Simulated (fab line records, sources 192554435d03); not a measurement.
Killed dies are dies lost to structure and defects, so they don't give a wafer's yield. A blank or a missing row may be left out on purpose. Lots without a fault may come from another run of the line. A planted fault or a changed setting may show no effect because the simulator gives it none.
fab line records | flow n5_finfet
record lots=24 wafers=72 last_day=18
route steps=1938 shown BEOL_M3@973 BEOL_M4@1078
lots that met no fault: from a run of the same line without faults
start_h: hours from the record's first day to the start of the lot's first wafer shown | wait_h: hours since the lot's step before | " the same as in the row above | L1.1+2: a row that stands for several wafers | - no value, or no start given | * or withheld: withheld | < > ~ a bound
route shown NAME@n: a module of which the file shows steps, and the number in the route of the first | usual: mean/standard deviation of fault-free wafers | same: alike in all rows | chamber/n: place in a boat | sites: the reading at each site | _std_site: their standard deviation | _edge_site: outer sites' mean less inner sites' | radius_mm: how far each site lies from the wafer's centre | mask NAME#n: copy n | behind: the tool/chamber that last shaped the wafer | hold: why the lot was held/for how many hours/how that ended | device: the transistor (n, p or np) that didn't switch | end of line: the same wafers' tests at the end of the route | a step without rows: its recipe alone | killed: dies lost to structure and defects at the first sort, not the wafer's yield | map: a wafer's dies, x killed, . not, _ none there
set.NAME: the setting as run; set.NAME@STEP: as run at that earlier step | model.NAME: the simulator's own value behind a step, which no gauge read
steps of the route over a sample of lots; a table a step, a row a wafer
services: from which hour (start_h, from the record's first day; less than 0 if before it) a tool's chamber was out of use, for how many hours, and why
## steps
# step N5_BEOL_M3_ETCHBACK_99
# recipe chemistry=CHF3 target=SiO2 target_depth_a=50 time_s=10.4 source_w=215 bias_w=47 Ar_flow_sccm=200 CHF3_flow_sccm=12 ion_energy_ev=100 pressure_mtorr=30
# usual drypump_motor_current_A=5.8/0.61 oes_ar_750_au=0.79/0.082 oes_product_au=0.80/0.091 rf_vpp_V=243/5.3 showerhead_plenum_p_Torr=2.14/0.062 throttle_valve_pct=17.10/0.28
# columns lot.wafer tool chamber start_h wait_h drypump_motor_current_A oes_ar_750_au oes_product_au rf_hours_counter_h rf_vpp_V showerhead_plenum_p_Torr throttle_valve_pct
L074.1 rie_diel-01 0 156.87 4.3 4.8 0.89 0.90 37 238 2.19 16.86
L074.4 " 3 " " 6.4 0.87 0.88 49 245 2.12 16.98
L074.5 " 3 " " 6.4 0.87 0.89 - 242 2.12 16.97
L075.4 rie_diel-04 1 161.85 4.2 6.5 0.78 0.79 99 247 2.19 17.15
L075.5 " 1 " " 6.5 0.78 0.80 - 246 2.19 17.14
L075.6 " 0 " " 5.7 0.68 0.66 - 243 2.21 17.66
L076.2 rie_diel-04 1 165.01 6.0 6.5 0.78 0.79 100 248 2.19 17.15
L076.3 " 3 " " 6.6 0.73 0.72 183 246 2.05 17.37
L076.4 " 0 " " 5.7 0.67 0.67 240 241 2.21 17.65
L077.1 rie_diel-01 2 165.20 1.0 6.1 0.96 0.98 10 241 2.09 16.51
L077.2 " 3 " " 6.4 0.86 0.88 52 243 2.12 16.97
L077.4 " 0 " " 4.7 0.89 0.90 40 237 2.19 16.85
L078.1 rie_diel-03 0 168.19 0.1 5.0 0.85 0.87 64 242 2.17 16.59
L078.4 " 2 " " 5.5 0.69 0.68 220 246 2.05 17.32
L078.6 " 1 " " 5.3 0.76 0.77 - 247 2.17 17.02
L079.1 rie_diel-03 0 177.71 1.5 5.0 0.85 0.86 66 244 2.17 16.57
L079.3 " 2 " " 5.5 0.69 0.69 223 246 2.05 17.34
L079.6 " 2 " " 5.5 0.69 0.68 - 247 2.05 17.36
L080.3 rie_diel-04 2 180.89 3.1 5.7 0.87 0.89 21 254 2.22 17.17
L080.4 " 3 " " 6.6 0.73 0.73 188 245 2.05 17.38
L080.5 " 2 " " 5.7 0.86 0.89 - 253 2.22 17.19
L081.2 rie_diel-01 1 189.32 2.0 5.2 0.72 0.72 211 235 2.11 17.32
L081.3 " 2 " " 6.1 0.94 0.96 19 239 2.09 16.54
L081.5 " 1 " " 5.2 0.71 0.71 - 235 2.11 17.34
L082.3 rie_diel-04 2 196.98 0.1 5.7 0.84 0.86 26 254 2.22 17.18
L082.4 " 3 " " 6.6 0.72 0.71 193 245 2.05 17.37
L082.5 " 2 " " 5.7 0.85 0.87 - 253 2.22 17.19
L083.2 rie_diel-04 1 206.78 9.0 6.5 0.77 0.78 113 249 2.18 17.17
L083.5 " 3 " " 6.6 0.71 0.72 - 246 2.05 17.38
L083.6 " 1 " " 6.5 0.77 0.78 - 247 2.18 17.17
L084.2 rie_diel-03 0 211.27 7.6 5.0 0.83 0.85 76 243 2.17 16.61
L084.3 " 2 " " 5.5 0.69 0.68 233 244 2.05 17.35
L084.6 " 1 " " 5.3 0.75 0.75 - 245 2.16 17.04
L085.2 rie_diel-01 0 214.32 1.3 4.7 0.86 0.88 55 237 2.18 16.86
L085.5 " 2 " " 6.1 0.92 0.94 - 238 2.09 16.55
L085.6 " 1 " " 5.2 0.71 0.71 - 235 2.10 17.36
L086.1 rie_diel-01 3 218.13 3.8 6.4 0.84 0.85 68 243 2.11 17.02
L086.3 " 2 " " 6.1 0.91 0.94 28 238 2.09 16.58
L086.5 " 2 " " 6.1 0.92 0.93 - 240 2.09 16.56
L087.1 rie_diel-04 2 233.97 4.2 5.7 0.83 0.85 39 252 2.22 17.22
L087.5 " 3 " " 6.6 0.71 0.71 - 245 2.04 17.40
L087.6 " 2 " " 5.7 0.83 0.85 - 253 2.22 17.22
L090.2 rie_diel-01 0 241.86 4.6 4.8 0.85 0.87 64 237 2.18 16.89
L090.3 " 3 " " 6.4 0.83 0.85 76 243 2.11 17.01
L090.5 " 0 " " 4.7 0.85 0.86 - 238 2.18 16.90
L088.1 rie_diel-03 2 245.33 8.9 5.5 0.68 0.67 243 247 2.04 17.38
L088.3 " 1 " " 5.3 0.73 0.74 189 245 2.16 17.07
L088.4 " 0 " " 5.0 0.83 0.83 86 242 2.17 16.62
L089.1 rie_diel-01 2 248.72 11.2 6.1 0.90 0.92 38 241 2.08 16.58
L089.4 " 3 " " 6.4 0.83 0.85 78 242 2.11 17.01
L089.5 " 0 " " 4.7 0.85 0.86 - 237 2.18 16.90
L091.2 rie_diel-03 0 251.78 9.3 5.0 0.82 0.83 88 241 2.16 16.62
L091.3 " 3 " " 6.3 0.71 0.70 224 248 2.23 17.19
L091.6 " 3 " " 6.2 0.70 0.70 - 248 2.23 17.18
L092.1 rie_diel-01 2 254.95 0.3 6.1 0.90 0.91 40 239 2.08 16.59
L092.2 " 0 " " 4.7 0.85 0.86 68 236 2.18 16.91
L092.3 " 1 " " 5.2 0.70 0.69 231 235 2.10 17.37
L093.3 rie_diel-01 2 260.93 3.4 6.1 0.90 0.90 41 239 2.08 16.59
L093.4 " 3 " " 6.3 0.83 0.84 82 243 2.11 17.03
L093.6 " 3 " " 6.4 0.83 0.84 - 244 2.11 17.03
L094.1 rie_diel-03 1 265.46 2.8 5.3 0.73 0.74 195 246 2.16 17.08
L094.5 " 0 " " 5.0 0.81 0.83 - 242 2.16 16.63
L094.6 " 3 " " 6.2 0.69 0.70 - 248 2.23 17.20
L095.2 rie_diel-04 0 275.97 8.0 5.7 0.92 0.92 18 241 2.20 17.25
L095.3 " 3 " " 6.6 0.70 0.70 218 246 2.04 17.43
L095.4 " 0 " " 5.7 0.90 0.92 - 241 2.20 17.26
L096.2 rie_diel-01 3 292.48 19.6 6.4 0.81 0.82 90 242 2.11 17.05
L096.4 " 0 " " 4.7 0.84 0.85 78 237 2.17 16.92
L096.6 " 0 " " 4.7 0.83 0.84 - 236 2.17 16.92
L097.3 rie_diel-04 2 295.63 9.3 5.7 0.81 0.84 54 253 2.21 17.24
L097.5 " 1 " " 6.5 0.75 0.77 - 247 2.17 17.20
L097.6 " 2 " " 5.7 0.81 0.83 - 254 2.21 17.25
# step N5_BEOL_M3_DEGAS_44
# recipe ambient=vacuum temp_c=250 time_s=60
# usual heater_power_w=332/20
# columns lot.wafer tool chamber start_h wait_h heater_power_w
L074.1 pvd_sputter-03 - 157.52 0.1 331
L074.4 " - " " 357
L074.5 " - " " 351
L075.4 pvd_sputter-03 - 162.66 0.3 337
L075.5 " - " " 327
L075.6 " - " " 347
L076.2 pvd_sputter-03 - 165.70 0.2 324
L076.3 " - " " 321
L076.4 " - " " 362
L077.1 pvd_sputter-01 - 165.94 0.2 333
L077.2 " - " " 304
L077.4 " - " " 311
L078.1 pvd_sputter-01 - 168.92 0.2 323
L078.4 " - " " 313
L078.6 " - " " 322
L079.1 pvd_sputter-01 - 178.78 0.5 307
L079.3 " - " " 315
L079.6 " - " " 306
L080.3 pvd_sputter-01 - 181.62 0.2 335
L080.4 " - " " 307
L080.5 " - " " 327
L081.2 pvd_sputter-01 - 190.11 0.2 316
L081.3 " - " " 313
L081.5 " - " " 320
L082.3 pvd_sputter-01 - 198.03 0.5 312
L082.4 " - " " 335
L082.5 " - " " 327
L083.2 pvd_sputter-02 - 207.91 0.6 418
L083.5 " - " " 359
L083.6 " - " " 337
L084.2 pvd_sputter-02 - 212.23 0.4 331
L084.3 " - " " 411
L084.6 " - " " 362
L085.2 pvd_sputter-01 - 215.26 0.4 313
L085.5 " - " " 311
L085.6 " - " " 316
L086.1 pvd_sputter-01 - 219.16 0.5 315
L086.3 " - " " 327
L086.5 " - " " 336
L087.1 pvd_sputter-02 - 235.01 0.5 338
L087.5 " - " " 360
L087.6 " - " " 324
L090.2 pvd_sputter-01 - 242.62 0.1 319
L090.3 " - " " 335
L090.5 " - " " 338
L088.1 pvd_sputter-03 - 246.60 0.7 321
L088.3 " - " " 360
L088.4 " - " " 332
L089.1 pvd_sputter-01 - 249.80 0.5 309
L089.4 " - " " 328
L089.5 " - " " 326
L091.2 pvd_sputter-01 - 252.70 0.3 330
L091.3 " - " " 336
L091.6 " - " " 342
L092.1 pvd_sputter-03 - 256.16 0.7 326
L092.2 " - " " 322
L092.3 " - " " 356
L093.3 pvd_sputter-01 - 261.79 0.3 326
L093.4 " - " " 330
L093.6 " - " " 300
L094.1 pvd_sputter-03 - 266.30 0.3 355
L094.5 " - " " 334
L094.6 " - " " 341
L095.2 pvd_sputter-02 - 276.77 0.3 337
L095.3 " - " " 328
L095.4 " - " " 402
L096.2 pvd_sputter-02 - 293.07 0.0 328
L096.4 " - " " 333
L096.6 " - " " 357
L097.3 pvd_sputter-01 - 296.72 0.5 336
L097.5 " - " " 314
L097.6 " - " " 337
# step N5_BEOL_M3_SPUTTER_79
# recipe material=Cu target_thk_a=45 temp_c=-20 chamber_pressure_pa=0.07 power_w=withheld time_s=8.29
# usual substrate_temp_c=-19.99/0.11 throttle_valve_pct=30.2/1
# columns lot.wafer tool chamber start_h wait_h substrate_temp_c throttle_valve_pct
L074.1 pvd_sputter-03 - 158.50 0.1 -20.07 30.0
L074.4 " - " " -20.20 29.8
L074.5 " - " " -20.01 30.4
L075.4 pvd_sputter-03 - 163.64 0.1 -19.96 29.8
L075.5 " - " " -20.00 30.7
L075.6 " - " " -19.88 31.0
L076.2 pvd_sputter-02 - 166.59 0.1 -20.01 31.2
L076.3 " - " " -20.26 27.5
L076.4 " - " " -19.94 29.8
L077.1 pvd_sputter-01 - 166.90 0.1 -20.02 28.8
L077.2 " - " " -20.03 30.9
L077.4 " - " " -20.02 28.7
L078.1 pvd_sputter-02 - 169.89 0.1 -20.05 31.0
L078.4 " - " " -19.99 31.0
L078.6 " - " " -20.06 27.6
L079.1 pvd_sputter-01 - 179.74 0.1 -20.05 29.6
L079.3 " - " " -19.90 31.6
L079.6 " - " " -19.97 30.0
L080.3 pvd_sputter-01 - 182.66 0.1 -19.99 31.4
L080.4 " - " " -19.93 30.0
L080.5 " - " " -20.07 28.6
L081.2 pvd_sputter-01 - 190.88 0.1 -19.99 29.8
L081.3 " - " " -19.80 28.7
L081.5 " - " " -19.85 30.1
L082.3 pvd_sputter-02 - 200.30 0.1 -19.93 31.0
L082.4 " - " " -19.87 27.4
L082.5 " - " " -19.98 27.7
L083.2 pvd_sputter-02 - 208.77 0.1 -20.02 31.2
L083.5 " - " " -19.78 29.4
L083.6 " - " " -20.16 27.5
L084.2 pvd_sputter-02 - 213.07 0.1 -19.81 27.5
L084.3 " - " " -20.09 29.8
L084.6 " - " " -20.10 30.9
L085.2 pvd_sputter-03 - 216.26 0.1 -20.00 31.1
L085.5 " - " " -19.92 29.8
L085.6 " - " " -19.90 30.1
L086.1 pvd_sputter-03 - 220.06 0.1 -20.18 29.8
L086.3 " - " " -20.17 30.6
L086.5 " - " " -20.00 31.2
L087.1 pvd_sputter-02 - 236.10 0.1 -20.03 31.2
L087.5 " - " " -20.04 31.3
L087.6 " - " " -20.18 29.7
L090.2 pvd_sputter-01 - 245.70 0.1 -19.79 30.9
L090.3 " - " " -19.76 31.4
L090.5 " - " " -19.87 30.0
L088.1 pvd_sputter-01 - 247.54 0.1 -19.99 30.8
L088.3 " - " " -19.96 28.7
L088.4 " - " " -20.01 29.7
L089.1 pvd_sputter-01 - 250.66 0.1 -20.22 31.5
L089.4 " - " " -19.59 28.7
L089.5 " - " " -19.98 28.8
L091.2 pvd_sputter-03 - 253.60 0.1 -19.83 29.8
L091.3 " - " " -19.97 31.1
L091.6 " - " " -19.94 31.0
L092.1 pvd_sputter-01 - 257.05 0.1 -20.14 31.8
L092.2 " - " " -19.90 31.0
L092.3 " - " " -19.89 28.7
L093.3 pvd_sputter-03 - 264.18 0.1 -19.93 29.8
L093.4 " - " " -20.01 31.1
L093.6 " - " " -20.13 29.8
L094.1 pvd_sputter-03 - 267.20 0.1 -20.07 29.9
L094.5 " - " " -20.02 30.8
L094.6 " - " " -19.92 30.0
L095.2 pvd_sputter-03 - 278.62 0.1 -20.00 29.9
L095.3 " - " " -20.18 31.1
L095.4 " - " " -20.03 29.9
L096.2 pvd_sputter-01 - 294.22 0.1 -20.06 29.9
L096.4 " - " " -20.10 31.4
L096.6 " - " " -20.19 31.0
L097.3 pvd_sputter-03 - 299.64 0.1 -19.80 30.4
L097.5 " - " " -19.95 29.8
L097.6 " - " " -19.96 30.9
# step N5_BEOL_M3_ANNEAL_80
# recipe temp_c=400 time_s=240 ambient=vacuum
# usual heater_power_w=840/62
# columns lot.wafer tool chamber start_h wait_h heater_power_w
L074.1 pvd_sputter-03 - 158.58 0.0 831
L074.4 " - " " 816
L074.5 " - " " 828
L075.4 pvd_sputter-03 - 163.72 0.0 810
L075.5 " - " " 829
L075.6 " - " " 883
L076.2 pvd_sputter-02 - 166.67 0.0 847
L076.3 " - " " 1025
L076.4 " - " " 809
L077.1 pvd_sputter-01 - 166.98 0.0 837
L077.2 " - " " 775
L077.4 " - " " 809
L078.1 pvd_sputter-02 - 169.97 0.0 912
L078.4 " - " " 832
L078.6 " - " " 1015
L079.1 pvd_sputter-01 - 179.82 0.0 801
L079.3 " - " " 832
L079.6 " - " " 794
L080.3 pvd_sputter-01 - 182.74 0.0 837
L080.4 " - " " 796
L080.5 " - " " 833
L081.2 pvd_sputter-01 - 190.96 0.0 784
L081.3 " - " " 812
L081.5 " - " " 800
L082.3 pvd_sputter-02 - 200.38 0.0 846
L082.4 " - " " 1014
L082.5 " - " " 1042
L083.2 pvd_sputter-02 - 208.85 0.0 838
L083.5 " - " " 803
L083.6 " - " " 1065
L084.2 pvd_sputter-02 - 213.15 0.0 1027
L084.3 " - " " 811
L084.6 " - " " 873
L085.2 pvd_sputter-03 - 216.34 0.0 862
L085.5 " - " " 802
L085.6 " - " " 828
L086.1 pvd_sputter-03 - 220.14 0.0 814
L086.3 " - " " 833
L086.5 " - " " 872
L087.1 pvd_sputter-02 - 236.18 0.0 872
L087.5 " - " " 905
L087.6 " - " " 822
L090.2 pvd_sputter-01 - 245.78 0.0 760
L090.3 " - " " 831
L090.5 " - " " 793
L088.1 pvd_sputter-01 - 247.62 0.0 766
L088.3 " - " " 804
L088.4 " - " " 807
L089.1 pvd_sputter-01 - 250.74 0.0 833
L089.4 " - " " 817
L089.5 " - " " 821
L091.2 pvd_sputter-03 - 253.68 0.0 825
L091.3 " - " " 884
L091.6 " - " " 903
L092.1 pvd_sputter-01 - 257.13 0.0 838
L092.2 " - " " 744
L092.3 " - " " 823
L093.3 pvd_sputter-03 - 264.26 0.0 818
L093.4 " - " " 905
L093.6 " - " " 815
L094.1 pvd_sputter-03 - 267.28 0.0 804
L094.5 " - " " 907
L094.6 " - " " 833
L095.2 pvd_sputter-03 - 278.70 0.0 838
L095.3 " - " " 875
L095.4 " - " " 795
L096.2 pvd_sputter-01 - 294.30 0.0 800
L096.4 " - " " 821
L096.6 " - " " 765
L097.3 pvd_sputter-03 - 299.72 0.0 817
L097.5 " - " " 830
L097.6 " - " " 891
# step N5_BEOL_M4_CD_MEAS_35
# recipe target_cd_nm=18 target_cd_y_nm=22.4 polarity=opening
# usual cd_nm=18.0/0.37
# columns lot.wafer tool chamber start_h wait_h cd_nm
L074.1 cd_sem-02 - 165.59 0.0 18.1
L074.4 " - " " 17.8
L074.5 " - " " 18.0
L075.4 cd_sem-02 - 171.32 0.0 18.9
L075.5 " - " " 18.1
L075.6 " - " " 18.5
L076.2 cd_sem-02 - 172.28 0.0 17.9
L076.3 " - " " 17.5
L076.4 " - " " 17.7
L077.1 cd_sem-03 - 178.61 0.0 17.8
L077.2 " - " " 18.3
L077.4 " - " " 18.0
L078.1 cd_sem-02 - 189.10 0.0 18.0
L078.4 " - " " 18.2
L078.6 " - " " 18.5
L079.1 cd_sem-02 - 189.97 0.0 17.8
L079.3 " - " " 17.5
L079.6 " - " " 17.7
L080.3 cd_sem-02 - 195.94 0.0 18.1
L080.4 " - " " 17.2
L080.5 " - " " 17.6
L081.2 cd_sem-02 - 204.39 0.0 18.1
L081.3 " - " " 17.7
L081.5 " - " " 17.8
L082.3 cd_sem-01 - 212.75 0.0 18.1
L082.4 " - " " 18.3
L082.5 " - " " 18.9
L083.2 cd_sem-01 - 215.08 0.0 17.9
L083.5 " - " " 17.5
L083.6 " - " " 17.8
L084.2 cd_sem-02 - 222.63 0.0 17.2
L084.3 " - " " 18.2
L084.6 " - " " 17.8
L085.2 cd_sem-02 - 228.33 0.0 17.9
L085.5 " - " " 18.0
L085.6 " - " " 18.0
L086.1 cd_sem-01 - 231.50 0.0 17.6
L086.3 " - " " 18.0
L086.5 " - " " 17.7
L087.1 cd_sem-01 - 245.84 0.0 18.1
L087.5 " - " " 18.4
L087.6 " - " " 17.6
L090.2 cd_sem-03 - 252.51 0.0 17.2
L090.3 " - " " 18.3
L090.5 " - " " 18.4
L088.1 cd_sem-03 - 256.14 0.0 18.5
L088.3 " - " " 17.8
L088.4 " - " " 17.8
L089.1 cd_sem-01 - 260.77 0.0 18.6
L089.4 " - " " 18.6
L089.5 " - " " 18.1
L091.2 cd_sem-02 - 261.40 0.0 17.8
L091.3 " - " " 17.5
L091.6 " - " " 18.1
L092.1 cd_sem-03 - 266.33 0.0 18.0
L092.2 " - " " 17.5
L092.3 " - " " 18.1
L093.3 cd_sem-01 - 276.63 0.0 18.2
L093.4 " - " " 17.7
L093.6 " - " " 17.9
L094.1 cd_sem-01 - 276.82 0.0 18.2
L094.5 " - " " 18.4
L094.6 " - " " 18.0
L095.2 cd_sem-01 - 290.45 0.0 18.2
L095.3 " - " " 18.0
L095.4 " - " " 18.3
L096.2 cd_sem-03 - 306.55 0.0 17.8
L096.4 " - " " 17.7
L096.6 " - " " 17.7
L097.3 cd_sem-02 - 309.72 0.0 17.8
L097.5 " - " " 17.9
L097.6 " - " " 17.6
# step N5_BEOL_M4_SPUTTER_81
# recipe material=Cu target_thk_a=45 temp_c=-20 chamber_pressure_pa=0.07 power_w=withheld time_s=8.29
# usual substrate_temp_c=-20.00/0.11 throttle_valve_pct=30.1/1.1
# columns lot.wafer tool chamber start_h wait_h substrate_temp_c throttle_valve_pct
L074.1 pvd_sputter-03 - 166.86 0.1 -19.85 30.6
L074.4 " - " " -19.79 30.9
L074.5 " - " " -19.92 30.7
L075.4 pvd_sputter-02 - 172.79 0.1 -20.07 31.2
L075.5 " - " " -19.82 31.0
L075.6 " - " " -20.06 31.5
L076.2 pvd_sputter-01 - 175.48 0.1 -20.10 28.4
L076.3 " - " " -19.90 31.1
L076.4 " - " " -20.19 32.1
L077.1 pvd_sputter-02 - 181.43 0.1 -20.09 27.4
L077.2 " - " " -20.01 31.0
L077.4 " - " " -20.17 29.8
L078.1 pvd_sputter-03 - 190.92 0.1 -20.08 29.8
L078.4 " - " " -19.81 31.1
L078.6 " - " " -19.87 29.9
L079.1 pvd_sputter-02 - 192.94 0.1 -20.04 31.2
L079.3 " - " " -19.93 31.3
L079.6 " - " " -19.77 31.2
L080.3 pvd_sputter-03 - 197.54 0.1 -20.05 29.9
L080.4 " - " " -19.97 31.1
L080.5 " - " " -20.26 29.7
L081.2 pvd_sputter-02 - 206.39 0.1 -19.98 27.8
L081.3 " - " " -20.03 31.1
L081.5 " - " " -20.03 29.9
L082.3 pvd_sputter-03 - 214.54 0.1 -20.09 29.8
L082.4 " - " " -20.24 30.8
L082.5 " - " " -19.99 29.8
L083.2 pvd_sputter-01 - 217.10 0.1 -20.01 31.6
L083.5 " - " " -20.00 31.8
L083.6 " - " " -19.79 28.4
L084.2 pvd_sputter-01 - 223.96 0.1 -19.87 31.7
L084.3 " - " " -19.86 31.0
L084.6 " - " " -19.86 31.4
L085.2 pvd_sputter-02 - 229.97 0.1 -19.89 27.5
L085.5 " - " " -20.02 31.2
L085.6 " - " " -20.08 29.8
L086.1 pvd_sputter-03 - 232.98 0.1 -20.00 30.6
L086.3 " - " " -19.93 29.9
L086.5 " - " " -20.15 31.0
L087.1 pvd_sputter-03 - 247.72 0.1 -19.91 30.0
L087.5 " - " " -19.91 30.5
L087.6 " - " " -20.06 30.9
L090.2 pvd_sputter-02 - 255.46 0.1 -19.90 31.1
L090.3 " - " " -20.08 31.2
L090.5 " - " " -20.12 27.3
L088.1 pvd_sputter-02 - 259.14 0.1 -20.02 29.9
L088.3 " - " " -19.93 31.0
L088.4 " - " " -19.89 27.8
L089.1 pvd_sputter-03 - 262.56 0.1 -19.92 29.7
L089.4 " - " " -20.08 31.1
L089.5 " - " " -19.94 30.9
L091.2 pvd_sputter-02 - 262.70 0.1 -20.20 29.7
L091.3 " - " " -19.87 31.0
L091.6 " - " " -19.87 29.3
L092.1 pvd_sputter-03 - 269.56 0.1 -20.00 30.1
L092.2 " - " " -20.01 31.3
L092.3 " - " " -20.08 30.6
L093.3 pvd_sputter-01 - 279.00 0.1 -20.03 31.2
L093.4 " - " " -20.04 31.0
L093.6 " - " " -20.01 31.1
L094.1 pvd_sputter-03 - 282.52 0.1 -19.99 29.8
L094.5 " - " " -20.01 31.0
L094.6 " - " " -19.92 30.5
L095.2 pvd_sputter-01 - 292.05 0.1 -19.95 29.7
L095.3 " - " " -20.04 28.5
L095.4 " - " " -19.91 31.8
L096.2 pvd_sputter-02 - 308.34 0.1 -19.95 27.6
L096.4 " - " " -19.96 31.2
L096.6 " - " " -19.95 31.3
L097.3 pvd_sputter-03 - 311.27 0.1 -20.15 30.5
L097.5 " - " " -20.23 30.0
L097.6 " - " " -20.05 30.0
## services
# columns tool chamber start_h hours kind
rie_diel-04 1 139.52 4.0 repair
rie_diel-04 0 197.34 - clean
rie_diel-04 0 197.34 - consumable_replace:focus_ring
rie_diel-04 0 197.34 18.8 scheduled_down
rie_diel-04 0 197.34 18.8 vent_cycle
rie_diel-04 1 221.30 13.8 repair
rie_diel-01 1 240.27 4.0 repair
rie_diel-03 2 265.86 - clean
rie_diel-03 2 265.86 - consumable_replace:focus_ring
rie_diel-03 2 265.86 - consumable_replace:showerhead
rie_diel-03 2 265.86 14.9 scheduled_down
rie_diel-03 2 265.86 14.9 vent_cycle
rie_diel-04 2 273.35 7.5 repair
pvd_sputter-02 - 279.52 3.8 repair
## key
fault none
